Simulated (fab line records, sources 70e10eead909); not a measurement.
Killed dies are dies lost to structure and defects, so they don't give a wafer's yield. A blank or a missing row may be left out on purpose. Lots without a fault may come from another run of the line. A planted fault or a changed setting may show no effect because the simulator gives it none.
fab line records | flow nand_harc
record lots=6 wafers=18 last_day=23
route steps=1159 shown A_SGD_CUT@758 A_SLIT@779 END@1159
lots that met no fault: from a run of the same line without faults
start_h: hours from the record's first day to the start of the lot's first wafer shown | wait_h: hours since the lot's step before | " the same as in the row above | L1.1+2: a row that stands for several wafers | - no value, or no start given | * or withheld: withheld | < > ~ a bound
route shown NAME@n: a module of which the file shows steps, and the number in the route of the first | usual: mean/standard deviation of fault-free wafers | same: alike in all rows | chamber/n: place in a boat | sites: the reading at each site | _std_site: their standard deviation | _edge_site: outer sites' mean less inner sites' | radius_mm: how far each site lies from the wafer's centre | mask NAME#n: copy n | behind: the tool/chamber that last shaped the wafer | hold: why the lot was held/for how many hours/how that ended | device: the transistor (n, p or np) that didn't switch | end of line: the same wafers' tests at the end of the route | a step without rows: its recipe alone | killed: dies lost to structure and defects at the first sort, not the wafer's yield | map: a wafer's dies, x killed, . not, _ none there
set.NAME: the setting as run; set.NAME@STEP: as run at that earlier step | model.NAME: the simulator's own value behind a step, which no gauge read
lots at some steps of the route; a table a step, a row a wafer
services: from which hour (start_h, from the record's first day; less than 0 if before it) a tool's chamber was out of use, for how many hours, and why
## steps
# step NHARC_A_SGD_CUT_CD_MEAS_09
# recipe target_cd_nm=100 landing_energy_ev=500
# usual cd_nm=100.4/0.69
# columns lot.wafer tool chamber start_h wait_h cd_nm
L839.3 cd_sem-02 0 317.29 - 101.3
L839.4 " 0 " " 100.0
L839.5 " 0 " " 100.0
L842.3 cd_sem-02 0 342.85 - 100.6
L842.4 " 0 " " 101.2
L842.6 " 0 " " 100.1
L845.1 cd_sem-02 0 358.27 - 100.9
L845.3 " 0 " " 100.3
L845.4 " 0 " " 100.8
L851.3 cd_sem-03 0 389.59 - 101.2
L851.5 " 0 " " 101.0
L851.6 " 0 " " 100.5
L854.1 cd_sem-01 0 400.52 - 100.8
L854.3 " 0 " " 101.5
L854.6 " 0 " " 101.0
L852.1 cd_sem-02 0 401.51 - 99.6
L852.4 " 0 " " 100.4
L852.6 " 0 " " 99.9
# step NHARC_A_SGD_CUT_OVL_MEAS_10
# usual overlay_x_nm=-0.4/0.91 overlay_y_nm=-0.2/0.61
# columns lot.wafer tool chamber start_h wait_h overlay_x_nm overlay_y_nm
L839.3 overlay-01 - 317.37 - 0.5 -0.2
L839.4 " - " " -0.1 -0.6
L839.5 " - " " 0.6 0.0
L842.3 overlay-02 - 342.94 - -0.6 -0.7
L842.4 " - " " -0.6 -1.1
L842.6 " - " " -0.4 -0.7
L845.1 overlay-01 - 358.36 - -0.4 0.3
L845.3 " - " " -0.7 0.1
L845.4 " - " " -0.3 0.3
L851.3 overlay-02 - 389.68 - 0.9 0.9
L851.5 " - " " 0.4 0.5
L851.6 " - " " 0.5 0.4
L854.1 overlay-01 - 400.61 - 0.1 0.0
L854.3 " - " " -0.6 0.4
L854.6 " - " " -0.4 0.5
L852.1 overlay-01 - 401.59 - 1.0 -0.6
L852.4 " - " " 0.6 -0.5
L852.6 " - " " 0.5 -0.9
# step NHARC_A_SGD_CUT_INSPECT_11
# usual raw_defect_count=19/9.9
# columns lot.wafer tool chamber start_h wait_h raw_defect_count
L839.3 defect_inspect-02 - 317.41 0.0 9
L839.4 " - " " 11
L839.5 " - " " 9
L842.3 defect_inspect-01 - 342.97 0.0 7
L842.4 " - " " 15
L842.6 " - " " 10
L845.1 defect_inspect-01 - 358.40 0.0 10
L845.3 " - " " 11
L845.4 " - " " 12
L851.3 defect_inspect-02 - 389.71 0.0 26
L851.5 " - " " 37
L851.6 " - " " 26
L854.1 defect_inspect-02 - 400.65 0.0 35
L854.3 " - " " 33
L854.6 " - " " 29
L852.1 defect_inspect-02 - 401.63 0.0 17
L852.4 " - " " 13
L852.6 " - " " 10
# step NHARC_A_SGD_CUT_DESCUM_14
# recipe time_s=3 o2_flow_sccm=200 ar_flow_sccm=0 bias_power_w=0 chemistry=O2
# step NHARC_A_SGD_CUT_ETCH_58
# recipe target_depth_a=390 over_etch_frac=0.3 time_s=65 ion_energy_ev=80 cf4_flow_sccm=150 ar_flow_sccm=0 rf_w=300 bias_w=100 chemistry=CF4
# step NHARC_A_SGD_CUT_ETCH_59
# recipe target_depth_a=2600 over_etch_frac=0.25 time_s=406.25 ion_energy_ev=200 n2_flow_sccm=150 h2_flow_sccm=150 ar_flow_sccm=0 rf_w=400 bias_w=150 chemistry=N2/H2
# step NHARC_A_SGD_CUT_ETCH_15
# recipe target_depth_a=750 time_s=64.3 ch3f_flow_sccm=50 o2_flow_sccm=30 ar_flow_sccm=200 rf_w=500 bias_w=100 chemistry=CH3F/O2
# step NHARC_A_SGD_CUT_ETCH_16
# recipe target_depth_a=3105 time_s=155.2 c4f8_flow_sccm=withheld o2_flow_sccm=8 ar_flow_sccm=withheld rf_w=600 bias_w=800 chemistry=C4F8/O2/Ar
# step NHARC_A_SGD_CUT_STRIP_60
# recipe c4f8_flow_sccm=withheld o2_flow_sccm=8 ar_flow_sccm=withheld bias_w=0 chemistry=C4F8/O2/Ar
# step NHARC_A_SGD_CUT_STRIP_17
# recipe o2_flow_sccm=500 ar_flow_sccm=0 bias_w=0 chemistry=O2
# usual drypump_motor_current_A=5.6/0.43 oes_product_au=0.997/0.016 rf_vpp_V=57.8/0.83 showerhead_plenum_p_Torr=3.52/0.13 throttle_valve_pct=17.036/0.008
# columns lot.wafer tool chamber start_h wait_h drypump_motor_current_A oes_product_au rf_hours_counter_h rf_vpp_V showerhead_plenum_p_Torr throttle_valve_pct
L839.4 rie_diel-07 0 - - 6.2 0.998 9 58.0 3.34 17.035
L839.3 " 3 " " 5.6 1.009 9 59.9 3.71 17.031
L839.5 " 1 " " 6.2 0.981 - 55.9 3.29 17.031
L842.4 rie_diel-04 3 - - 5.8 1.001 3 58.0 3.59 17.039
L842.3 " 2 " " 5.2 0.979 3 58.4 3.46 17.039
L842.6 " 3 " " 5.8 0.995 - 59.5 3.59 17.024
L845.4 rie_diel-07 1 - - 6.2 0.974 12 57.9 3.29 17.029
L845.1 " 2 " " 5.8 1.005 12 57.6 3.49 17.034
L845.3 " 3 " " 5.6 1.024 13 57.9 3.70 17.033
L851.3 rie_diel-07 0 - - 6.2 0.996 16 58.3 3.33 17.046
L851.5 " 3 " " 5.7 1.021 - 59.3 3.70 17.051
L851.6 " 0 " " 6.2 1.003 - 56.5 3.33 17.026
L854.3 rie_diel-04 0 - - 5.6 1.018 6 56.0 3.50 17.033
L854.1 " 1 " " 6.1 0.979 8 56.8 3.50 17.042
L854.6 " 3 " " 5.8 0.995 - 57.6 3.59 17.025
L852.1 rie_diel-04 3 - - 5.8 0.990 7 57.6 3.59 17.019
L852.4 " 2 " " 5.2 0.988 8 58.4 3.46 17.040
L852.6 " 3 " " 5.8 1.006 - 57.4 3.59 17.042
# step NHARC_A_SGD_CUT_PRECLEAN_18
# recipe time_s=* temp_c=50 bath_age_min=0 chemistry=SC1
# step NHARC_A_SGD_CUT_SRD_19
# step NHARC_A_SGD_CUT_DEP_20
# recipe target_thk_a=1500 temp_c=65 material=SiO2
# columns lot.wafer tool chamber start_h wait_h
L839.3+4+5 fcvd-01 0,1,0 318.64 -
L842.4+3+6 fcvd-01 1,0,0 344.21 -
L845.1+4+3 fcvd-02 1,0,1 359.60 -
L851.3+6+5 fcvd-02 1,0,1 391.00 0.2
L854.1+3+6 fcvd-01 0,1,0 401.83 -
L852.1+4+6 fcvd-01 0,1,1 402.84 -
# step NHARC_A_SGD_CUT_ANNEAL_27
# recipe temp_c=450 time_s=1800
# step NHARC_A_SGD_CUT_CMP_21
# recipe target_thk_nm=148.19
# usual motor_current_A=12.0/1.4 time_to_endpoint_s=49/3.5
# columns lot.wafer tool chamber start_h wait_h motor_current_A time_to_endpoint_s
L839.3 cmp-01 3 322.90 0.4 9.5 52
L839.4 " 0 " " 10.4 45
L839.5 " 2 " " 13.5 56
L842.4 cmp-01 2 348.51 0.4 12.6 54
L842.3 " 3 " " 9.3 52
L842.6 " 1 " " 13.7 50
L845.3 cmp-02 2 364.10 0.4 9.5 52
L845.1 " 0 " " 12.3 53
L845.4 " 1 " " 12.7 54
L851.3 cmp-02 2 395.56 0.4 9.9 47
L851.6 " 0 " " 12.1 51
L851.5 " 1 " " 13.7 50
L854.3 cmp-02 2 406.20 0.4 10.1 48
L854.1 " 3 " " 12.3 46
L854.6 " 1 " " 13.2 52
L852.1 cmp-03 2 406.28 0.5 10.9 44
L852.4 " 1 " " 12.1 46
L852.6 " 3 " " 12.1 45
# step NHARC_A_SGD_CUT_THK_MEAS_22
# recipe thk_meas_gauge=ellipsometry
# usual thk_nm=147.6/1.5
# columns lot.wafer tool chamber start_h wait_h thk_nm
L839.3 film_metro-01 - 323.11 0.2 148.3
L839.4 " - " " 147.3
L839.5 " - " " 148.5
L842.3 film_metro-01 - 348.75 0.2 149.6
L842.4 " - " " 147.5
L842.6 " - " " 148.8
L845.1 film_metro-01 - 364.36 0.2 147.6
L845.3 " - " " 146.9
L845.4 " - " " 145.6
L851.3 film_metro-01 - 395.76 0.2 148.1
L851.5 " - " " 147.2
L851.6 " - " " 145.8
L854.1 film_metro-02 - 406.42 0.2 146.5
L854.3 " - " " 149.9
L854.6 " - " " 148.0
L852.1 film_metro-01 - 406.54 0.2 149.6
L852.4 " - " " 148.8
L852.6 " - " " 144.9
# step NHARC_A_SGD_CUT_SRD_23
# step NHARC_A_SGD_CUT_ETCH_26
# recipe target_depth_a=458 chemistry=dHF material=SiO2
# step NHARC_A_SGD_CUT_ETCHBACK_24
# recipe target_depth_a=500 over_etch_frac=0.3 time_s=92.857 ion_energy_ev=120 ch3f_flow_sccm=50 o2_flow_sccm=30 ar_flow_sccm=200 rf_w=500 bias_w=100 chemistry=CH3F/O2
# step NHARC_A_SGD_CUT_STRIP_28
# recipe time_s=20 o2_flow_sccm=500 ar_flow_sccm=0 bias_w=0 chemistry=O2
# step NHARC_A_SLIT_DEP_25
# recipe target_thk_a=2000 temp_c=400 pressure_torr=6.5 rf_w=900 teos_flow_sccm=161.4 flow_sccm=2650 target_thk_nm=200 gas=O2 material=SiO2
# step NHARC_A_SLIT_DEP_00
# recipe target_thk_a=32000 temp_c=400 material=aC
# usual throttle_valve_pct=35.000/0.0088
# columns lot.wafer tool chamber start_h wait_h throttle_valve_pct
L839.3 acl_dep-01 0 324.86 - 35.010
L839.4 " 0 " " 35.003
L839.5 " 0 " " 35.002
L842.3 acl_dep-03 0 350.87 - 35.001
L842.4 " 0 " " 34.994
L842.6 " 0 " " 35.006
L845.1 acl_dep-01 0 366.00 - 34.998
L845.3 " 0 " " 34.990
L845.4 " 0 " " 35.009
L851.3 acl_dep-01 0 397.28 - 35.013
L851.5 " 0 " " 35.014
L851.6 " 0 " " 34.990
L854.1 acl_dep-01 0 411.17 - 35.023
L854.3 " 0 " " 34.997
L854.6 " 0 " " 35.005
L852.1 acl_dep-02 0 413.02 - 35.015
L852.4 " 0 " " 34.990
L852.6 " 0 " " 35.006
# step NHARC_A_SLIT_DEP_23
# recipe target_thk_a=1000 target_thk_nm=100 temp_c=400 pressure_torr=3.5 flow_sccm=200 rf_w=350 material=SiON
# step NHARC_A_SLIT_DEHYDRATE_01
# recipe temp_c=150 time_s=120
# step NHARC_A_SLIT_HMDS_02
# recipe time_s=30
# step NHARC_A_SLIT_COAT_03
# recipe spin_rpm=1500 resist_thk_nm=90
# step NHARC_A_SLIT_SOFTBAKE_04
# recipe temp_c=105 time_s=55
# step NHARC_A_SLIT_EBR_05
# step NHARC_A_SLIT_EXPOSE_06
# recipe na=1.35 dose_mj=60.82 mask_id=SLIT
# step NHARC_A_SLIT_PEB_07
# recipe peb_temp_c=100 peb_time_s=65
# step NHARC_A_SLIT_DEVELOP_08
# recipe develop_time_s=35 dev_temp_c=23
# step NHARC_A_SLIT_CD_MEAS_09
# recipe target_cd_nm=300 landing_energy_ev=500
# usual cd_nm=300.1/0.62
# columns lot.wafer tool chamber start_h wait_h cd_nm
L839.3 cd_sem-02 0 327.28 - 300.1
L839.4 " 0 " " 300.9
L839.5 " 0 " " 299.8
L842.3 cd_sem-02 0 352.89 - 299.6
L842.4 " 0 " " 300.3
L842.6 " 0 " " 299.6
L845.1 cd_sem-01 0 368.68 - 300.9
L845.3 " 0 " " 299.9
L845.4 " 0 " " 300.7
L851.3 cd_sem-01 0 399.30 - 299.0
L851.5 " 0 " " 299.7
L851.6 " 0 " " 299.9
L854.1 cd_sem-02 0 413.80 - 299.1
L854.3 " 0 " " 299.9
L854.6 " 0 " " 299.6
L852.1 cd_sem-01 0 415.67 - 299.9
L852.4 " 0 " " 299.6
L852.6 " 0 " " 300.6
# step NHARC_A_SLIT_OVL_MEAS_10
# usual overlay_x_nm=0.1/0.86 overlay_y_nm=-0.1/0.89
# columns lot.wafer tool chamber start_h wait_h overlay_x_nm overlay_y_nm
L839.3 overlay-02 - 327.37 - 0.0 -0.6
L839.4 " - " " 0.0 -0.8
L839.5 " - " " -0.2 -0.4
L842.3 overlay-01 - 352.98 - 0.1 -0.4
L842.4 " - " " -0.1 -0.2
L842.6 " - " " 0.1 -0.5
L845.1 overlay-02 - 368.77 - -0.2 -1.4
L845.3 " - " " -0.6 -0.9
L845.4 " - " " -0.4 -0.8
L851.3 overlay-02 - 399.38 - -0.3 0.6
L851.5 " - " " 0.0 0.6
L851.6 " - " " -0.5 1.2
L854.1 overlay-01 - 413.91 - 0.3 -0.3
L854.3 " - " " -0.1 -0.4
L854.6 " - " " -0.3 -0.8
L852.1 overlay-02 - 415.76 - 1.3 1.1
L852.4 " - " " 1.1 0.8
L852.6 " - " " 1.5 0.3
# step NHARC_A_SLIT_DESCUM_14
# recipe time_s=3 o2_flow_sccm=200 ar_flow_sccm=0 bias_power_w=0 chemistry=O2
# usual drypump_motor_current_A=5.4/0.33 oes_product_au=0.999/0.015 rf_vpp_V=57.8/0.95 showerhead_plenum_p_Torr=1.94/0.081 throttle_valve_pct=11.311/0.0097
# columns lot.wafer tool chamber start_h wait_h drypump_motor_current_A oes_product_au rf_hours_counter_h rf_vpp_V showerhead_plenum_p_Torr throttle_valve_pct
L839.3 rie_diel-12 2 327.46 0.1 5.1 1.007 8 56.9 1.86 11.314
L839.4 " 0 " " 5.1 1.009 8 59.5 2.04 11.327
L839.5 " 2 " " 5.1 1.000 - 57.4 1.86 11.319
L842.4 rie_diel-10 0 353.08 0.1 5.6 0.979 16 58.2 1.90 11.326
L842.3 " 2 " " 4.9 0.994 15 57.8 2.06 11.306
L842.6 " 0 " " 5.6 0.994 - 57.9 1.90 11.304
L845.4 rie_diel-10 2 368.86 0.1 4.9 0.997 1 57.5 2.06 11.307
L845.3 " 3 " " 5.3 1.027 1 58.7 1.85 11.325
L845.1 " 1 " " 5.4 0.996 1 57.4 1.88 11.322
L851.3 rie_diel-10 1 399.49 0.1 5.4 0.993 3 57.8 1.88 11.313
L851.6 " 0 " " 5.6 0.985 - 57.3 1.90 11.313
L851.5 " 2 " " 4.9 1.002 - 57.3 2.06 11.315
L854.3 rie_diel-10 0 414.01 0.1 5.6 0.978 5 57.7 1.90 11.308
L854.1 " 1 " " 5.4 0.981 5 56.8 1.88 11.305
L854.6 " 0 " " 5.6 0.987 - 57.8 1.90 11.307
L852.4 rie_diel-10 2 415.85 0.1 4.9 0.985 5 58.3 2.06 11.303
L852.1 " 0 " " 5.5 0.989 6 58.0 1.90 11.305
L852.6 " 2 " " 4.9 0.999 - 58.6 2.06 11.301
# step NHARC_A_SLIT_ETCH_24
# recipe target_depth_a=1210 time_s=60.5 cf4_flow_sccm=100 chf3_flow_sccm=30 ar_flow_sccm=0 rf_w=500 bias_w=200 chemistry=CF4/CHF3
# step NHARC_A_SLIT_ETCH_15
# recipe target_depth_a=32000 over_etch_frac=0.3 time_s=832 ion_energy_ev=150 o2_flow_sccm=400 cos_flow_sccm=20 ar_flow_sccm=0 rf_w=500 bias_w=300 chemistry=O2/COS
# usual cos_flow_sccm=20.01/0.057 drypump_motor_current_A=5.4/0.34 oes_product_au=0.999/0.015 rf_fwd_power_W=499.4/1.5 rf_vpp_V=314.8/2 showerhead_plenum_p_Torr=3.16/0.12 throttle_valve_pct=28.330/0.0087
# columns lot.wafer tool chamber start_h wait_h cos_flow_sccm drypump_motor_current_A oes_product_au rf_fwd_power_W rf_hours_counter_h rf_vpp_V showerhead_plenum_p_Torr throttle_valve_pct
L839.4 rie_diel-12 3 - - 20.02 5.6 0.993 499.1 7 313.5 3.04 28.335
L839.3 " 2 " " 19.91 5.1 1.006 499.0 8 313.0 3.04 28.310
L839.5 " 3 " " 20.07 5.6 0.994 499.0 - 313.6 3.04 28.348
L842.3 rie_diel-10 0 - - 20.03 5.6 0.997 500.5 16 313.8 3.11 28.328
L842.4 " 2 " " 20.09 4.9 0.990 499.0 15 316.8 3.35 28.329
L842.6 " 3 " " 19.97 5.3 0.994 500.9 - 311.6 3.03 28.337
L845.1 rie_diel-10 3 - - 20.09 5.4 1.019 499.3 1 313.8 3.03 28.318
L845.3 " 0 " " 19.96 5.6 0.981 500.4 1 314.1 3.11 28.322
L845.4 " 1 " " 20.03 5.4 0.993 500.9 1 312.6 3.07 28.322
L851.3 rie_diel-10 2 - - 19.97 4.9 0.994 499.8 4 316.2 3.35 28.332
L851.5 " 2 " " 20.00 5.0 0.992 499.0 - 316.6 3.35 28.335
L851.6 " 1 " " 20.07 5.4 0.992 501.3 - 314.2 3.07 28.327
L854.1 rie_diel-10 1 - - 19.96 5.5 0.970 497.5 5 313.2 3.07 28.324
L854.3 " 0 " " 19.90 5.6 0.991 500.7 5 312.9 3.11 28.317
L854.6 " 1 " " 19.94 5.4 0.981 497.5 - 315.4 3.07 28.338
L852.1 rie_diel-10 3 - - 20.00 5.3 1.017 499.4 5 312.3 3.03 28.343
L852.4 " 0 " " 19.93 5.6 0.986 499.2 6 315.6 3.11 28.322
L852.6 " 0 " " 19.97 5.6 0.994 501.7 - 313.4 3.11 28.325
# step NHARC_A_SLIT_ETCH_17
# recipe bias_v=900 source_w=withheld pressure_mtorr=20 ar_flow_sccm=375 c4f8_flow_sccm=83.3 o2_flow_sccm=41.7 time_s=1687.5 target_depth_a=1.01e+05 chemistry=C4F8/O2/Ar
# step NHARC_A_SLIT_ETCH_26
# recipe bias_v=400 source_w=2000 pressure_mtorr=25 time_s=90 ar_flow_sccm=375 c4f8_flow_sccm=41.7 o2_flow_sccm=83.3 target_depth_a=4000 chemistry=C4F8/O2/Ar
# step NHARC_A_SLIT_STRIP_28
# recipe o2_flow_sccm=400 cos_flow_sccm=20 ar_flow_sccm=0 bias_w=0 chemistry=O2/COS
# step NHARC_A_SLIT_ETCH_29
# recipe target_depth_a=1000 overetch_a=100 time_s=55 ion_energy_ev=100 cf4_flow_sccm=80 o2_flow_sccm=20 ar_flow_sccm=0 rf_w=300 bias_w=100 chemistry=CF4/O2
# step NHARC_END_SORT_01
# recipe temp_c=25
# usual killed_at_array=27/9.9 killed_at_other=0.5/0.76 killed_at_periphery=3.4/2.2 killed_dies=31/10 killed_open=3.3/2 killed_short=2.0/1.5
# same gross_dies=677
# columns lot.wafer tool chamber start_h wait_h killed_at_array killed_at_other killed_at_periphery killed_dies killed_open killed_short
L852.4 prober-02 0 533.68 3.4 113 1 1 115 1 2
L852.6 prober-02 0 535.27 4.0 108 3 2 113 4 1
L854.3 prober-01 0 543.07 3.1 124 1 4 129 7 2
# killed by level:class
L852.4 A_SGD_CUT:unspecified=79 A_SLIT:chamber_film_flake=14 A_CHANNEL_HOLE_D1:chamber_film_flake=7 A_CONTACT:chamber_film_flake=5 A_STAIRCASE:chamber_film_flake=2 A_ONON_D1:geometric_particle:short=1 A_CONTACT:geometric_particle:short=1 A_M0:geometric_particle:open=1
L852.6 A_SGD_CUT:unspecified=78 A_SLIT:chamber_film_flake=14 A_CHANNEL_HOLE_D1:chamber_film_flake=6 A_CONTACT:chamber_film_flake=4 THIN_TSV:chamber_film_flake=3 A_STAIRCASE:chamber_film_flake=2 P_M0:geometric_particle:short=1 P_M0:geometric_particle:open=1
L854.3 A_SGD_CUT:unspecified=85 A_CHANNEL_HOLE_D1:chamber_film_flake=23 P_ZERO_WELL:chamber_film_flake=4 A_CONTACT:chamber_film_flake=4 A_STAIRCASE:chamber_film_flake=3 A_WL_FILL:geometric_particle:open=2 A_CONTACT:geometric_particle:open=2 A_ONON_D1:geometric_particle:open=1
# map L852.4 (x killed, . not)
____________.____________
_________......._________
_______..........._______
______.............______
_____..............._____
____............x..x.____
____...........x..xx.____
___......x.....x.xx...___
___...........xxx.x...___
__...x.......xxx...x.xx__
__..........x..xxxxxxxx__
_.............x.x..xxxxx_
_..............x.xxxxxxx_
_...............x..xxxxx_
_..........x......xxxxxx_
_.................xxxxxx_
.............x....xxxxxxx
x................xxxxxxxx
..................xxxxxxx
..................xxxxxxx
..................xxxxxxx
_................x...xxx_
_....x..............xxx._
_......................._
_...................x..._
_......................._
__.................x...__
__.....................__
___...................___
___...................___
____..............x..____
____..x..............____
_____..............x_____
______.............______
_______......x...._______
_________......._________
____________.____________
# map L854.3 (x killed, . not)
____________.____________
_________...x..._________
_______..........._______
______.............______
_____..............._____
____...............x.____
____.x...............____
___...xx..............___
___...................___
__................x.xx.__
__......x..x.......x.xx__
_............x.......xxx_
_.................xxxxxx_
_..x.......x......xxxxxx_
_............xx...xxxxxx_
_.....x..........xxxxxxx_
.xx.............x.xxxxxxx
......x..........xxxxxxxx
..............x..xxxxxxxx
.................xxxxxxxx
..................xxxxxxx
_........x.........xxxxx_
_........xx........xxxx._
_......x.x........xx.x.._
_....x.xxxx............._
_.....x.x..xx..........._
__....x.xxx............__
__...x..xx.............__
___...x.xxx...........___
___......x.......x....___
____.................____
____.................____
_____..............._____
______.............______
_______..........._______
_________......._________
____________.____________
## services
# columns tool chamber start_h hours kind
rie_diel-12 1 294.53 4.5 repair
acl_dep-01 - 294.77 13.0 pm
rie_diel-10 0 308.07 - clean
rie_diel-10 1 308.07 - clean
rie_diel-10 2 308.07 - clean
cmp-02 - 324.59 4.0 pm
cmp-03 - 326.27 0.4 repair
cmp-02 - 337.76 0.3 repair
cmp-01 - 339.58 0.8 repair
rie_diel-04 1 343.91 4.4 repair
rie_diel-12 3 348.14 4.3 repair
rie_diel-04 0 348.26 18.2 repair
cmp-03 - 352.00 4.0 pm
acl_dep-02 - 352.25 13.0 pm
rie_diel-10 - 353.60 9.0 pm
rie_diel-12 0 355.24 14.2 repair
cmp-01 - 375.63 4.0 pm
fcvd-02 - 376.00 13.0 pm
rie_diel-12 - 379.40 9.0 pm
cmp-03 - 387.93 0.4 repair
rie_diel-10 3 394.59 5.5 repair
rie_diel-07 - 405.20 9.0 pm
cmp-02 - 405.59 0.5 repair
acl_dep-03 - 407.08 13.0 pm
## key
first_sign step=NHARC_END_SORT_01 reading=killed_at_array direction=up sigmas=8.9 usual=27 struck=115
effect step=NHARC_END_SORT_01 reading=killed_dies direction=up sigmas=8.8 usual=31 struck=119
more_kills_born_at NHARC_A_SGD_CUT_DEP_20@fcvd-01=242
met_at NHARC_A_SGD_CUT_DEP_20
struck_wafers L852.4,L852.6,L854.3
tester_left_out L852,L854
onset_between 344.21 401.83
fault kind=chamber_particle_source tool=fcvd-01 chamber=1 onset_h=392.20 steps=NHARC_A_SGD_CUT_DEP_20 rate_per_visit_cm2=1.4072 end_h=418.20
# tester_left_out: of these lots the tester's yield and bins aren't shown, on N5 and GAA mostly nor the transistor test; their killed dies are dies lost to structure and defects alone, not to doping, threshold or leakage, so they don't give the yield
